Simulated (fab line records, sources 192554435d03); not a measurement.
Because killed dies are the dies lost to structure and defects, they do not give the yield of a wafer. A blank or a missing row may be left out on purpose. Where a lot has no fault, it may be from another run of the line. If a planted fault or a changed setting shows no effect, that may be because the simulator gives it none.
fab line records	flow n5Finfet
record lots=9	wafers=27	lastDay=17
route steps=1938 shown BEOL_M2@865 BEOL_M4@1111
lots that met no fault: from a run of the same line without faults
startH: the number of hours between the record's first day and the start of the first shown wafer of the lot	waitH: hours elapsed since this lot's preceding step	" identical to the entry in the row above	L1.1+2: a single row standing in for several wafers	- no value, or no start given	* or withheld: withheld	< > ~ a bound
route shown NAME@n: names a module that has steps shown in the file, with the first one's number in the route	usual: average and standard deviation across the fault-free wafers	same: alike in all rows	chamber/n: place in a boat	sites: per-site readings	_std_site: the values' standard deviation	_edge_site: mean of outer sites minus mean of inner sites	radiusMm: for every site, how far away it sits from the centre of the wafer	mask NAME#n: copy n	behind: the most recent tool/chamber to have shaped the wafer	hold: the reason the lot was held/the length of the hold in hours/how it ended	device: transistor that didn't switch, given as n, p or np	end of line: the tests these same wafers got at the end of their route	where a step has no rows: the recipe by itself	killed: at the first sort, the dies lost to defects and structure; wafer yield is something else	map: dies across one wafer; x = killed, . = not, _ = none there
set.NAME: the setting that was run; set.NAME@STEP: the one run at that earlier step	model.NAME: the simulator's own value behind a step, which no gauge read
route steps across a sampled set of lots; one table per step, one row per wafer
services: a tool's chamber out of use, with start hour (startH, from the record's first day; less than 0 if before it), hours out, and reason
## steps
# step N5_BEOL_M2_STRIP_19
# recipe chemistry=O2	powerW=400	tempC=40	pressureMtorr=30	rfFrequencyHz=6e+07	biasPowerW=0	overashFraction=0.2	o2FlowSccm=225
# usual drypumpMotorCurrentA=5.8/0.49	oesProductAu=0.77/0.085	rfVppV=3.7/0.49	showerheadPlenumPTorr=2.11/0.067	throttleValvePct=16.63/0.25
lot.wafer	tool	chamber	startH	waitH	drypumpMotorCurrentA	oesProductAu	rfHoursCounterH	rfVppV	showerheadPlenumPTorr	throttleValvePct
L904.3	rieDiel-05	2	154.12	0.1	6.3	0.72	187	4.0	2.09	16.81
L904.5	"	0	"	"	5.2	0.72	-	3.0	2.17	16.80
L904.6	"	3	"	"	5.3	0.74	-	2.8	2.08	16.76
L907.1	rieDiel-05	3	159.68	0.1	5.4	0.73	184	3.9	2.08	16.78
L907.3	"	2	"	"	6.3	0.72	189	3.6	2.09	16.82
L907.5	"	1	"	"	6.1	0.70	-	3.3	2.06	16.78
L908.4	rieDiel-03	0	160.08	0.1	6.3	0.92	21	3.5	2.06	16.50
L908.5	"	2	"	"	6.6	0.71	-	4.4	2.16	16.93
L908.6	"	1	"	"	5.7	0.80	-	3.0	2.21	16.31
L911.1	rieDiel-03	3	184.07	0.2	6.3	0.77	129	2.6	2.02	16.54
L911.3	"	1	"	"	5.7	0.79	103	3.8	2.20	16.33
L911.6	"	3	"	"	6.3	0.78	-	2.9	2.02	16.55
L916.2	rieDiel-01	0	214.67	0.1	5.5	0.94	9	4.0	2.14	16.06
L916.4	"	2	"	"	5.4	0.81	86	3.8	2.22	16.45
L916.5	"	3	"	"	5.1	0.80	-	3.1	2.20	16.33
L922.2	rieDiel-01	0	238.68	0.1	5.5	0.92	16	3.6	2.14	16.06
L922.3	"	1	"	"	6.1	0.70	219	3.5	1.99	16.61
L922.6	"	3	"	"	5.1	0.79	-	3.4	2.20	16.38
L924.1	rieDiel-03	1	253.34	0.1	5.7	0.76	127	4.7	2.20	16.40
L924.2	"	3	"	"	6.3	0.76	154	4.6	2.01	16.60
L924.6	"	3	"	"	6.3	0.76	-	3.6	2.01	16.62
L925.2	rieDiel-05	2	259.30	0.1	6.3	0.69	221	4.3	2.07	16.86
L925.3	"	1	"	"	6.2	0.93	14	4.2	2.05	16.40
L925.5	"	1	"	"	6.2	0.92	-	3.5	2.05	16.37
L926.2	rieDiel-05	1	272.91	0.1	6.2	0.91	20	3.1	2.05	16.38
L926.5	"	2	"	"	6.3	0.68	-	3.9	2.07	16.90
L926.6	"	3	"	"	5.4	0.70	-	3.4	2.06	16.86
# step N5_BEOL_M2_INSPECT_30
# recipe mode=adi	inspectInstrument=brightfield
# usual rawDefectCount=456/110
lot.wafer	tool	chamber	startH	waitH	rawDefectCount
L904.3	defectInspect-02	-	154.76	0.0	499
L904.5	"	-	"	"	367
L904.6	"	-	"	"	446
L907.1	defectInspect-02	-	160.28	0.1	396
L907.3	"	-	"	"	503
L907.5	"	-	"	"	409
L908.4	defectInspect-02	-	160.76	0.1	469
L908.5	"	-	"	"	258
L908.6	"	-	"	"	292
L911.1	defectInspect-02	-	184.67	0.1	295
L911.3	"	-	"	"	352
L911.6	"	-	"	"	361
L916.2	defectInspect-02	-	215.28	0.0	409
L916.4	"	-	"	"	390
L916.5	"	-	"	"	452
L922.2	defectInspect-02	-	239.18	0.0	477
L922.3	"	-	"	"	509
L922.6	"	-	"	"	551
L924.1	defectInspect-01	-	253.82	0.1	597
L924.2	"	-	"	"	622
L924.6	"	-	"	"	480
L925.2	defectInspect-02	-	259.91	0.0	437
L925.3	"	-	"	"	588
L925.5	"	-	"	"	428
L926.2	defectInspect-01	-	273.51	0.0	494
L926.5	"	-	"	"	286
L926.6	"	-	"	"	349
# step N5_BEOL_M2_ETCH_77
# recipe chemistry=N2/H2	target=underlayer	targetDepthA=65	maskMaterial=CAR-EUV	timeS=5.2	ionEnergyEv=200	pressureMtorr=30	sourceW=840	biasW=150	n2FlowSccm=200	h2FlowSccm=200	ends=cleared
# usual drypumpMotorCurrentA=5.9/0.48	etchRfOnTimeS=5.28/0.082	oesProductAu=0.64/0.062	rfVppV=524.0/2.7	showerheadPlenumPTorr=2.55/0.084	throttleValvePct=17.82/0.27
lot.wafer	tool	chamber	startH	waitH	drypumpMotorCurrentA	etchRfOnTimeS	oesProductAu	rfHoursCounterH	rfVppV	showerheadPlenumPTorr	throttleValvePct
L904.3	rieDiel-03	0	154.84	0.0	6.3	5.17	0.79	19	523.2	2.49	17.61
L904.5	"	3	"	"	6.3	5.16	0.68	-	522.1	2.44	17.63
L904.6	"	0	"	"	6.3	5.14	0.79	-	522.2	2.49	17.59
L907.1	rieDiel-05	1	160.35	0.0	6.1	5.23	0.60	236	522.0	2.51	18.05
L907.3	"	2	"	"	6.3	5.36	0.61	189	523.1	2.53	18.02
L907.5	"	1	"	"	6.1	5.20	0.61	-	521.7	2.50	18.04
L908.4	rieDiel-05	1	160.84	0.0	6.1	5.19	0.60	-	523.0	2.50	18.01
L908.5	"	3	"	"	5.3	5.30	0.62	-	526.3	2.54	18.02
L908.6	"	2	"	"	6.3	5.27	0.60	-	521.6	2.53	18.03
L911.1	rieDiel-05	1	184.74	0.0	6.2	5.24	0.59	244	523.6	2.50	18.02
L911.3	"	2	"	"	6.3	5.36	0.60	198	522.1	2.53	18.03
L911.6	"	1	"	"	6.2	5.16	0.60	-	521.7	2.50	18.03
L916.2	rieDiel-03	1	215.74	0.0	5.7	5.26	0.67	114	527.0	2.66	17.39
L916.4	"	0	"	"	6.3	5.23	0.75	40	523.3	2.48	17.61
L916.5	"	2	"	"	6.6	5.37	0.59	-	526.1	2.62	18.27
L922.2	rieDiel-03	2	239.25	0.0	6.6	5.36	0.57	227	526.7	2.62	18.31
L922.3	"	3	"	"	6.3	5.15	0.65	148	520.4	2.43	17.69
L922.6	"	0	"	"	6.3	5.19	0.73	-	521.6	2.47	17.64
L924.1	rieDiel-01	1	253.89	0.0	6.1	5.38	0.59	222	520.9	2.41	17.76
L924.2	"	0	"	"	5.5	5.22	0.77	21	525.3	2.60	17.25
L924.6	"	0	"	"	5.5	5.30	0.78	-	526.4	2.60	17.26
L925.2	rieDiel-01	3	259.98	0.0	5.1	5.32	0.67	92	528.1	2.68	17.72
L925.3	"	2	"	"	5.4	5.22	0.68	104	529.1	2.67	17.66
L925.5	"	0	"	"	5.5	5.25	0.76	-	526.4	2.60	17.24
L926.2	rieDiel-05	2	273.58	0.0	6.3	5.27	0.59	227	523.1	2.52	18.10
L926.5	"	3	"	"	5.4	5.27	0.59	-	523.4	2.52	18.07
L926.6	"	1	"	"	6.2	5.17	0.78	-	520.9	2.49	17.68
# step N5_BEOL_M2_ETCH_70
# recipe chemistry=N2/H2	target=SOC	targetDepthA=800	overetchA=240	maskMaterial=SiARC	tempC=40	timeS=130	ionEnergyEv=200	pressureMtorr=30	sourceW=840	biasW=150	n2FlowSccm=200	h2FlowSccm=200
# usual drypumpMotorCurrentA=5.8/0.49	oesProductAu=0.57/0.054	rfVppV=524.5/2.8	runLengthS=153.3/0.33	showerheadPlenumPTorr=2.57/0.095	throttleValvePct=17.72/0.26
lot.wafer	tool	chamber	startH	waitH	drypumpMotorCurrentA	oesProductAu	rfHoursCounterH	rfVppV	runLengthS	showerheadPlenumPTorr	throttleValvePct
L904.3	rieDiel-03	1	155.71	0.0	5.7	0.59	94	527.4	153.2	2.67	17.31
L904.5	"	3	"	"	6.3	0.58	-	522.5	153.2	2.44	17.58
L904.6	"	0	"	"	6.3	0.68	-	521.3	153.4	2.48	17.54
L907.1	rieDiel-03	0	161.72	0.0	6.3	0.67	22	521.6	153.0	2.48	17.54
L907.3	"	2	"	"	6.6	0.53	202	527.3	152.5	2.63	18.20
L907.5	"	1	"	"	5.7	0.58	-	528.8	153.3	2.66	17.30
L908.4	rieDiel-03	1	162.19	0.0	5.7	0.51	96	527.2	201.1	2.66	17.29
L908.5	"	1	"	"	5.7	0.51	-	526.2	201.6	2.66	17.30
L908.6	"	0	"	"	6.3	0.67	-	523.2	152.9	2.48	17.55
L911.1	rieDiel-03	2	185.39	0.0	6.6	0.52	210	525.8	152.8	2.62	18.22
L911.3	"	1	"	"	5.7	0.50	103	527.8	200.9	2.66	17.32
L911.6	"	2	"	"	6.6	0.53	-	528.3	152.9	2.62	18.22
L916.2	rieDiel-05	3	219.60	0.0	5.3	0.53	206	523.6	153.5	2.53	18.02
L916.4	"	1	"	"	6.2	0.73	0	521.9	153.6	2.50	17.59
L916.5	"	1	"	"	6.2	0.73	-	523.1	153.8	2.50	17.58
L922.2	rieDiel-03	2	243.46	0.0	6.6	0.52	229	527.2	152.6	2.62	18.24
L922.3	"	3	"	"	6.3	0.56	150	521.1	153.3	2.43	17.66
L922.6	"	2	"	"	6.6	0.51	-	526.2	152.6	2.62	18.25
L924.1	rieDiel-01	2	267.97	0.0	5.4	0.58	106	526.2	153.5	2.67	17.63
L924.2	"	1	"	"	6.1	0.52	226	519.2	153.5	2.41	17.70
L924.6	"	0	"	"	5.5	0.67	-	525.2	153.5	2.60	17.21
L925.2	rieDiel-03	3	268.04	0.0	6.3	0.56	159	520.4	153.2	2.43	17.66
L925.3	"	2	"	"	6.6	0.51	239	525.3	152.5	2.61	18.26
L925.5	"	2	"	"	6.6	0.51	-	526.9	152.6	2.61	18.27
L926.2	rieDiel-01	0	274.22	0.0	5.5	0.66	29	526.4	153.8	2.60	17.23
L926.5	"	1	"	"	6.1	0.51	-	520.0	153.2	2.41	17.69
L926.6	"	2	"	"	5.4	0.57	-	528.3	153.0	2.67	17.64
# step N5_BEOL_M4_RC_MEAS_101
# usual DIBL_N=36.3/1.4	DIBL_P=35.7/1.5	IOFF_N=0.155/0.022	IOFF_P=0.204/0.027	ION_N=671/9	ION_P=459/6.2	SS_N=71.5/0.54	SS_P=73.1/0.56	VT_N=250.2/2.6	VT_P=-251/3.3
lot.wafer	tool	chamber	startH	waitH	DIBL_N[mV/V]	DIBL_P[mV/V]	IOFF_N[nA/um]	IOFF_P[nA/um]	ION_N[uA/um]	ION_P[uA/um]	SS_N[mV/dec]	SS_P[mV/dec]	VT_N[mV]	VT_P[mV]
L904.3	prober-01	0	185.35	0.3	35.6	34.2	0.157	0.207	673	457	71.9	72.7	246.0	-248
L904.5	"	0	"	"	34.3	33.4	0.136	0.192	661	461	71.4	72.6	249.0	-249
L904.6	"	0	"	"	35.9	34.4	0.157	0.203	664	457	71.1	72.8	248.9	-250
L907.1	prober-02	0	189.13	0.0	35.0	34.9	0.137	0.171	663	453	70.7	72.3	250.8	-255
L907.3	"	0	"	"	36.4	36.8	0.176	0.195	682	464	71.5	73.4	245.6	-254
L907.5	"	0	"	"	38.2	38.8	0.212	0.222	686	456	71.1	73.6	243.2	-252
L908.4	prober-02	0	191.64	0.5	36.2	35.2	0.150	0.229	666	468	71.1	73.1	252.7	-247
L908.5	"	0	"	"	34.4	33.4	0.129	0.214	670	471	70.6	72.0	251.9	-250
L908.6	"	0	"	"	36.4	34.8	0.161	0.235	667	461	70.9	73.4	248.3	-247
L911.1	prober-01	0	212.61	0.0	35.3	35.5	0.133	0.177	677	462	70.9	72.4	253.2	-255
L911.3	"	0	"	"	36.1	35.9	0.149	0.185	661	451	71.3	73.4	251.9	-255
L911.6	"	0	"	"	36.7	35.6	0.151	0.174	668	447	71.6	72.5	252.9	-258
L916.2	prober-01	0	256.94	0.2	35.5	37.0	0.149	0.189	677	458	71.5	73.8	249.4	-251
L916.4	"	0	"	"	35.8	36.9	0.160	0.193	672	457	71.5	72.9	250.1	-254
L916.5	"	0	"	"	34.5	36.1	0.144	0.182	668	454	71.3	73.4	250.6	-250
L922.2	prober-01	0	274.48	0.2	34.1	33.5	0.119	0.174	666	457	71.0	72.7	253.2	-252
L922.3	"	0	"	"	35.0	34.6	0.131	0.185	664	457	71.2	72.9	252.5	-251
L922.6	"	0	"	"	35.4	34.6	0.138	0.192	677	462	71.6	73.0	250.7	-251
L924.1	prober-01	0	293.64	0.0	36.0	35.2	0.143	0.185	674	459	71.3	72.9	252.5	-254
L924.2	"	0	"	"	34.7	33.2	0.120	0.159	655	450	72.0	72.7	253.5	-254
L924.6	"	0	"	"	37.8	37.7	0.188	0.224	682	464	71.5	73.9	245.5	-251
L925.2	prober-02	0	294.24	0.2	37.1	36.6	0.183	0.232	679	465	71.5	72.9	246.5	-248
L925.3	"	0	"	"	36.2	35.7	0.157	0.210	667	458	71.2	72.2	250.3	-249
L925.5	"	0	"	"	37.1	37.5	0.176	0.248	677	468	71.0	73.3	246.7	-245
L926.2	prober-01	0	302.79	0.2	33.6	33.7	0.105	0.161	653	456	71.3	72.2	254.8	-251
L926.5	"	0	"	"	36.1	36.6	0.139	0.207	663	461	71.6	73.2	251.6	-251
L926.6	"	0	"	"	33.8	33.5	0.106	0.159	644	452	70.9	72.9	255.0	-254
## services
tool	chamber	startH	hours	kind
rieDiel-03	2	134.14	4.8	repair
rieDiel-01	0	162.56	-	clean
rieDiel-01	0	162.56	-	consumableReplace:esc
rieDiel-01	0	162.56	-	consumableReplace:focusRing
rieDiel-01	0	162.56	21.0	scheduledDown
rieDiel-01	0	162.56	21.0	ventCycle
rieDiel-05	1	202.25	-	clean
rieDiel-05	1	202.25	-	consumableReplace:focusRing
rieDiel-05	1	202.25	14.5	scheduledDown
rieDiel-05	1	202.25	14.5	ventCycle
rieDiel-01	0	225.59	5.0	repair
rieDiel-01	1	246.01	6.7	repair
rieDiel-05	0	261.01	-	clean
rieDiel-05	0	261.01	-	consumableReplace:focusRing
rieDiel-05	0	261.01	24.8	scheduledDown
rieDiel-05	0	261.01	24.8	ventCycle
## key
firstSign step=N5_BEOL_M2_ETCH_70	reading=runLengthS	direction=up	sigmas=99+	usual=*	struck=*
effect none on later readings
metAt N5_BEOL_M2_ETCH_70
struckLots L908,L911
struckWafers L908.4,L908.5,L911.3
notActingAt N5_BEOL_M2_STRIP_19,N5_BEOL_M2_INSPECT_30,N5_BEOL_M2_ETCH_77
onsetBetween 161.72 162.19
fault kind=processParameterDrift	tool=rieDiel-03	chamber=1	onsetH=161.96	steps=N5_BEOL_M2_ETCH_70	channel=timeS	offset=*	shape=step	endH=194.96	actsIn=*	stated=*
